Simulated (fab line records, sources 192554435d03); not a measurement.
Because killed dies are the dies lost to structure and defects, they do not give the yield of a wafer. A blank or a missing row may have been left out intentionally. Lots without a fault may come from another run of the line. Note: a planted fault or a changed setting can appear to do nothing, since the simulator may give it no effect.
fab line records -- flow n5Finfet -- part 2 of 2: steps 34 to 46 of 46
[record] lots = 5, wafers = 15, lastDay = 17
route steps=1938 shown WELL_APT@22 PMOS_HMC_CHANNEL_EPI@57
lots that met no fault: taken from a fault-free run of the same line
startH: start of the lot's first displayed wafer, in hours after the record's first day -- waitH: hours from the lot's prior step to this one -- " repeats the value in the row above -- L1.1+2: a single row standing in for several wafers -- - value missing, or start not given -- * or withheld: withheld -- < > ~ a bound
route shown NAME@n: a module of which the file shows steps, and the number in the route of the first -- usual: mean/standard deviation taken from wafers without a fault -- same: alike in all rows -- chamber/n: place in a boat -- sites: per-site readings -- _std_site: the values' standard deviation -- _edge_site: the outer-site mean with the inner-site mean subtracted -- radiusMm: how far each site lies from the wafer's centre -- mask NAME#n: copy n -- behind: the tool/chamber that last shaped the wafer -- hold: the reason the lot was held/the length of the hold in hours/how it ended -- device: names the non-switching transistor (n, p or np) -- end of line: at the end of the route, the tests of the same wafers -- for a step that has no rows: nothing shown but its recipe -- killed: dies that structure and defects cost at the first sort, which is not the same as the wafer's yield -- map: dies across one wafer; x = killed, . = not, _ = none there
set.NAME: the setting the step ran with; set.NAME@STEP: the setting that earlier step ran with -- model.NAME: the simulator's own value behind a step, which no gauge read
certain route steps with their lots: each step a table, each wafer a row
services: the hour from which a tool's chamber was out of use, counted from the record's first day as startH (under 0 if before that day), plus the number of hours and why
[[steps]]
[step N5_WELL_APT_EPI_41]
[recipe] material = Si, targetThkA = 500, tempC = 650, precursor = SiH4/H2, pressureTorr = 20, timeS = 297.7
[usual] lampInnerPct = 14.8/0.44, throttleValvePct = 11.33/0.2
lot.wafer,tool,chamber,startH,waitH,lampInnerPct,throttleValvePct
L076.2,epiRpcvd-03,0,28.23,0.2,14.5,11.56
L076.4,epiRpcvd-03,0,28.23,0.2,14.4,11.57
L076.6,epiRpcvd-03,0,28.23,0.2,14.6,11.53
L077.2,epiRpcvd-02,0,34.19,0.2,15.5,11.08
L077.4,epiRpcvd-02,0,34.19,0.2,15.2,11.12
L077.5,epiRpcvd-02,0,34.19,0.2,15.4,11.47
L089.1,epiRpcvd-02,0,107.10,0.0,15.5,11.03
L089.2,epiRpcvd-02,0,107.10,0.0,15.4,11.02
L089.3,epiRpcvd-02,0,107.10,0.0,15.5,11.25
L091.1,epiRpcvd-03,0,118.28,0.0,14.3,11.48
L091.5,epiRpcvd-03,0,118.28,0.0,14.5,11.46
L091.6,epiRpcvd-03,0,118.28,0.0,14.5,11.38
L096.2,epiRpcvd-03,0,148.84,0.1,14.3,11.68
L096.5,epiRpcvd-03,0,148.84,0.1,14.4,11.11
L096.6,epiRpcvd-03,0,148.84,0.1,14.7,11.44
[step N5_WELL_APT_INSPECT_38]
[recipe] inspectInstrument = darkfield, mode = postEpi
[usual] rawDefectCount = 13/4.8
lot.wafer,tool,chamber,startH,waitH,rawDefectCount
L076.2,defectInspect-02,-,28.94,0.6,19
L076.4,defectInspect-02,-,28.94,0.6,20
L076.6,defectInspect-02,-,28.94,0.6,10
L077.2,defectInspect-01,-,34.89,0.6,25
L077.4,defectInspect-01,-,34.89,0.6,15
L077.5,defectInspect-01,-,34.89,0.6,10
L089.1,defectInspect-01,-,107.74,0.5,17
L089.2,defectInspect-01,-,107.74,0.5,22
L089.3,defectInspect-01,-,107.74,0.5,12
L091.1,defectInspect-01,-,118.92,0.5,13
L091.5,defectInspect-01,-,118.92,0.5,16
L091.6,defectInspect-01,-,118.92,0.5,14
L096.2,defectInspect-01,-,149.38,0.4,9
L096.5,defectInspect-01,-,149.38,0.4,18
L096.6,defectInspect-01,-,149.38,0.4,21
[step N5_PMOS_HMC_CHANNEL_EPI_HM_DEP_34]
[recipe] material = SiO2, targetThkA = 360, tempC = 400, precursor = TEOS/O2, pressureTorr = 6.5, rfW = 900, teosFlowSccm = 161.4, gas = O2, flowSccm = 2650, timeS = 6.9
[usual] heaterPowerW = 536/120, showerheadPlenumPTorr = 8.349/0.028, showerheadVppV = 1897/76, throttleValvePct = 18.7/0.72
lot.wafer,tool,chamber,startH,waitH,heaterPowerW,showerheadPlenumPTorr,showerheadVppV,sinceWetCleanH,throttleValvePct
L076.2,pecvd-03,1,28.97,0.0,323,8.348,1884,1277,18.8
L076.4,pecvd-03,2,28.97,0.0,676,8.328,1885,-,19.1
L076.6,pecvd-03,0,28.97,0.0,402,8.327,1799,-,17.8
L077.2,pecvd-02,1,34.93,0.0,558,8.398,1820,1645,19.4
L077.4,pecvd-02,0,34.93,0.0,381,8.306,1898,-,19.3
L077.5,pecvd-02,2,34.93,0.0,532,8.286,1994,-,17.2
L089.1,pecvd-02,2,107.77,0.0,560,8.280,1997,239,17.9
L089.2,pecvd-02,1,107.77,0.0,599,8.440,1814,1718,19.7
L089.3,pecvd-02,0,107.77,0.0,402,8.318,1908,993,19.4
L091.1,pecvd-01,2,118.96,0.0,545,8.364,2028,69,17.5
L091.5,pecvd-01,0,118.96,0.0,640,8.396,1933,-,19.4
L091.6,pecvd-01,1,118.96,0.0,756,8.348,1971,-,19.1
L096.2,pecvd-01,2,149.41,0.0,560,8.363,2058,99,18.0
L096.5,pecvd-01,1,149.41,0.0,756,8.367,1969,-,18.9
L096.6,pecvd-01,2,149.41,0.0,558,8.368,2056,-,17.6
[step N5_PMOS_HMC_CHANNEL_EPI_COAT_31]
[recipe] resist = BARC, tempC = 205, timeS = 60, spinRpm = 1500, resistThkNm = 66
lot.wafer,tool,chamber,startH,waitH
L076.2+4+6,lithoTrack-02,0,29.03,0.0
L077.2+4+5,lithoTrack-03,0,34.98,0.0
L089.1+2+3,lithoTrack-03,0,107.83,0.0
L091.1+5+6,lithoTrack-02,0,119.01,0.0
L096.2+5+6,lithoTrack-03,0,149.47,0.0
[step N5_PMOS_HMC_CHANNEL_EPI_COAT_03]
[recipe] resist = CAR-ArF-block, spinRpm = 1500, resistThkNm = 205
lot.wafer,tool,chamber,startH,waitH
L076.2+4+6,lithoTrack-02,0,-,-
L077.2+4+5,lithoTrack-03,0,-,-
L089.1+2+3,lithoTrack-03,0,-,-
L091.1+5+6,lithoTrack-02,0,-,-
L096.2+5+6,lithoTrack-03,0,-,-
[step N5_PMOS_HMC_CHANNEL_EPI_EBR_05]
[recipe] solvent = PGMEA, ebrWidthMm = 1.5
lot.wafer,tool,chamber,startH,waitH
L076.2+4+6,lithoTrack-02,0,-,-
L077.2+4+5,lithoTrack-03,0,-,-
L089.1+2+3,lithoTrack-03,0,-,-
L091.1+5+6,lithoTrack-02,0,-,-
L096.2+5+6,lithoTrack-03,0,-,-
[step N5_PMOS_HMC_CHANNEL_EPI_SOFTBAKE_04]
[recipe] tempC = 110, timeS = 60, resist = CAR-ArF-block
lot.wafer,tool,chamber,startH,waitH
L076.2+4+6,lithoTrack-02,0,-,-
L077.2+4+5,lithoTrack-03,0,-,-
L089.1+2+3,lithoTrack-03,0,-,-
L091.1+5+6,lithoTrack-02,0,-,-
L096.2+5+6,lithoTrack-03,0,-,-
[step N5_PMOS_HMC_CHANNEL_EPI_EXPOSE_06]
[recipe] maskId = PMOS_HMC_BLK, na = 1.35, sourceShape = conventional, sigmaOuter = 0.8, polarization = unpolarized, targetCdNm = 240, doseMj = 41
lot.wafer,tool,chamber,startH,waitH,mask
L076.2+4+6,arfiScanner-02,0,29.26,-,PMOS_HMC_BLK#0
L077.2+4+5,arfiScanner-03,0,35.21,-,PMOS_HMC_BLK#0
L089.1+2+3,arfiScanner-01,0,107.93,-,PMOS_HMC_BLK#0
L091.1+5+6,arfiScanner-01,0,119.24,-,PMOS_HMC_BLK#0
L096.2+5+6,arfiScanner-01,0,149.57,-,PMOS_HMC_BLK#0
[step N5_PMOS_HMC_CHANNEL_EPI_PEB_07]
[recipe] pebTempC = 110, pebTimeS = 60, resist = CAR-ArF-block
[same] pebTimeS = 60
lot.wafer,tool,chamber,startH,waitH
L076.2+4+6,lithoTrack-02,0,29.31,0.0
L077.2+4+5,lithoTrack-02,0,35.26,0.0
L089.1+2+3,lithoTrack-05,0,107.99,0.1
L091.1+5+6,lithoTrack-03,0,119.30,0.1
L096.2+5+6,lithoTrack-02,0,149.62,0.0
[step N5_PMOS_HMC_CHANNEL_EPI_DEVELOP_08]
[recipe] developTimeS = 30, developer = TMAH, resist = CAR-ArF-block, devTempC = 23, rinseLiquid = diw, dry = airSpin
lot.wafer,tool,chamber,startH,waitH
L076.2+4+6,lithoTrack-02,0,-,-
L077.2+4+5,lithoTrack-02,0,-,-
L089.1+2+3,lithoTrack-05,0,-,-
L091.1+5+6,lithoTrack-03,0,-,-
L096.2+5+6,lithoTrack-02,0,-,-
[step N5_PMOS_HMC_CHANNEL_EPI_CD_MEAS_09]
[recipe] targetCdNm = 237.4, landingEnergyEv = 500, detector = seInlens
[usual] cdNm = 236.9/1.2
lot.wafer,tool,chamber,startH,waitH,cdNm
L076.2,cdSem-03,0,29.38,-,236.4
L076.4,cdSem-03,0,29.38,-,238.2
L076.6,cdSem-03,0,29.38,-,238.3
L077.2,cdSem-03,0,35.33,-,235.9
L077.4,cdSem-03,0,35.33,-,235.7
L077.5,cdSem-03,0,35.33,-,235.2
L089.1,cdSem-03,0,108.05,-,236.1
L089.2,cdSem-03,0,108.05,-,235.4
L089.3,cdSem-03,0,108.05,-,235.1
L091.1,cdSem-03,0,119.36,-,237.7
L091.5,cdSem-03,0,119.36,-,237.6
L091.6,cdSem-03,0,119.36,-,234.4
L096.2,cdSem-02,0,149.69,-,237.2
L096.5,cdSem-02,0,149.69,-,236.7
L096.6,cdSem-02,0,149.69,-,238.1
[step N5_PMOS_HMC_CHANNEL_EPI_OVL_MEAS_10]
[recipe] pointsPerWafer = 44
[usual] PMOS_HMC_BLK_OVL = 0.2/0.86
lot.wafer,tool,chamber,startH,waitH,PMOS_HMC_BLK_OVL[nm]
L076.2,overlay-02,0,29.41,0.0,2.4
L076.4,overlay-02,0,29.41,0.0,2.1
L076.6,overlay-02,0,29.41,0.0,2.1
L077.2,overlay-01,0,35.36,0.0,-1.3
L077.4,overlay-01,0,35.36,0.0,-1.3
L077.5,overlay-01,0,35.36,0.0,-1.8
L089.1,overlay-01,0,108.08,0.0,-0.1
L089.2,overlay-01,0,108.08,0.0,-0.6
L089.3,overlay-01,0,108.08,0.0,-1.7
L091.1,overlay-02,0,119.39,0.0,0.4
L091.5,overlay-02,0,119.39,0.0,-0.3
L091.6,overlay-02,0,119.39,0.0,-1.0
L096.2,overlay-01,0,149.72,0.0,-0.2
L096.5,overlay-01,0,149.72,0.0,0.0
L096.6,overlay-01,0,149.72,0.0,0.1
[step N5_PMOS_HMC_CHANNEL_EPI_INSPECT_11]
[recipe] mode = adi, inspectInstrument = macro
[usual] rawDefectCount = 2.1/1.4
lot.wafer,tool,chamber,startH,waitH,rawDefectCount
L076.2,defectInspect-02,-,29.43,0.0,1
L076.4,defectInspect-02,-,29.43,0.0,1
L076.6,defectInspect-02,-,29.43,0.0,4
L077.2,defectInspect-02,-,35.39,0.0,2
L077.4,defectInspect-02,-,35.39,0.0,2
L077.5,defectInspect-02,-,35.39,0.0,1
L089.1,defectInspect-01,-,108.11,0.0,1
L089.2,defectInspect-01,-,108.11,0.0,1
L089.3,defectInspect-01,-,108.11,0.0,4
L091.1,defectInspect-01,-,119.42,0.0,0
L091.5,defectInspect-01,-,119.42,0.0,7
L091.6,defectInspect-01,-,119.42,0.0,4
L096.2,defectInspect-02,-,149.75,0.0,2
L096.5,defectInspect-02,-,149.75,0.0,1
L096.6,defectInspect-02,-,149.75,0.0,1
[[services]]
tool,chamber,startH,hours,kind
epiRpcvd-03,-,2.43,6.0,pm
rieDiel-06,-,5.10,1.6,repair
arfiScanner-01,-,5.27,4.9,pm
rtpAnneal-02,-,27.81,7.0,pm
krfScanner-01,-,46.62,0.8,pm
implanter-01,-,58.09,2.1,repair
rieDiel-05,-,61.60,0.2,repair
arfiScanner-01,-,63.50,1.3,pm
krfScanner-02,-,64.50,1.3,pm
arfiScanner-01,-,67.31,1.7,repair
krfScanner-01,-,72.70,0.8,repair
implanter-02,-,73.78,0.5,repair
krfScanner-02,-,86.00,1.0,pm
arfiScanner-01,-,97.45,1.0,pm
krfScanner-01,-,108.75,0.2,repair
implanter-01,-,118.23,4.9,pm
epiRpcvd-03,-,124.90,0.5,pm
arfiScanner-01,-,125.04,1.2,repair
arfiScanner-01,-,127.38,1.0,pm
wetBench-06,-,131.95,1.9,pm
wetBench-03,-,135.46,4.0,repair
rieDiel-06,0,147.08,5.7,repair
krfScanner-02,-,147.84,0.8,pm
implanter-02,-,148.33,2.9,pm
